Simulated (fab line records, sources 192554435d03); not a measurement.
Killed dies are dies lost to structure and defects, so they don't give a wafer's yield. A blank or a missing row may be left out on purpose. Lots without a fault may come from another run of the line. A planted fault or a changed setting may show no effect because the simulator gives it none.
Chamber matching | flow n5_finfet | N5_BEOL_M1_STRIP_19 on rie_diel-03: 4 sister chambers
The step strips in O2. 14 wafers are shown with their chamber, then 7 later ones without.

WAFERS WITH THEIR CHAMBER
wafer  | chamber | throttle_valve_pct (%) | showerhead_plenum_p_Torr (Torr) | drypump_motor_current_A (A)
L076.1 | 0       | 16.57                  | 2.08                            | 5.5
L076.5 | 0       | 16.54                  | 2.08                            | 5.6
L076.6 | 3       | 16.96                  | 2.08                            | 5.7
L077.2 | 3       | 16.97                  | 2.08                            | 5.7
L077.3 | 2       | 17.13                  | 2.10                            | 5.3
L077.6 | 2       | 17.13                  | 2.10                            | 5.3
L082.1 | 1       | 16.40                  | 1.93                            | 5.2
L082.2 | 2       | 17.15                  | 2.09                            | 5.3
L082.6 | 3       | 16.98                  | 2.08                            | 5.7
L084.1 | 0       | 16.57                  | 2.08                            | 5.6
L084.2 | 2       | 17.16                  | 2.09                            | 5.3
L084.5 | 3       | 16.99                  | 2.08                            | 5.7
L085.1 | 3       | 17.00                  | 2.07                            | 5.7
L085.2 | 2       | 17.14                  | 2.09                            | 5.3

SIGNATURES (means of the wafers above)
reading                  | chamber 0 | chamber 1 | chamber 2 | chamber 3 | scatter within a chamber
throttle_valve_pct       | 16.5600   | 16.4000   | 17.1420   | 16.9800   | 0.0151
showerhead_plenum_p_Torr | 2.0800    | 1.9300    | 2.0940    | 2.0780    | 0.00447
drypump_motor_current_A  | 5.567     | 5.200     | 5.300     | 5.700     | 0.0258
Rule: a wafer's distance from a chamber is the root of the sum, over the readings, of the square of ((its reading less the chamber's mean) divided by the reading's scatter). The wafer belongs to the nearest chamber; if the next one is less than 2 further off, it can't be placed. The scatter: the root of (the sum of the squares of (reading less its chamber's mean) over the shown wafers, divided by (wafers less chambers)).

WAFERS WITHOUT THEIR CHAMBER
wafer  | throttle_valve_pct (%) | showerhead_plenum_p_Torr (Torr) | drypump_motor_current_A (A)
L085.6 | 16.57                  | 2.08                            | 5.6
L087.1 | 16.58                  | 2.08                            | 5.6
L087.5 | 17.16                  | 2.09                            | 5.3
L087.6 | 16.41                  | 1.93                            | 5.2
L090.1 | 16.59                  | 2.07                            | 5.6
L090.4 | 17.00                  | 2.07                            | 5.7
L090.5 | 16.59                  | 2.08                            | 5.6

WHICH CHAMBER EACH WENT THROUGH
wafer  | from the rows above | in truth
L085.6 | 0                   | 0
L087.1 | 0                   | 0
L087.5 | 2                   | 2
L087.6 | 1                   | 1
L090.1 | 0                   | 0
L090.4 | 3                   | 3
L090.5 | 0                   | 0
Placed correctly: 7 of 7. Can't be placed from these rows: 0. Placed wrongly: 0.
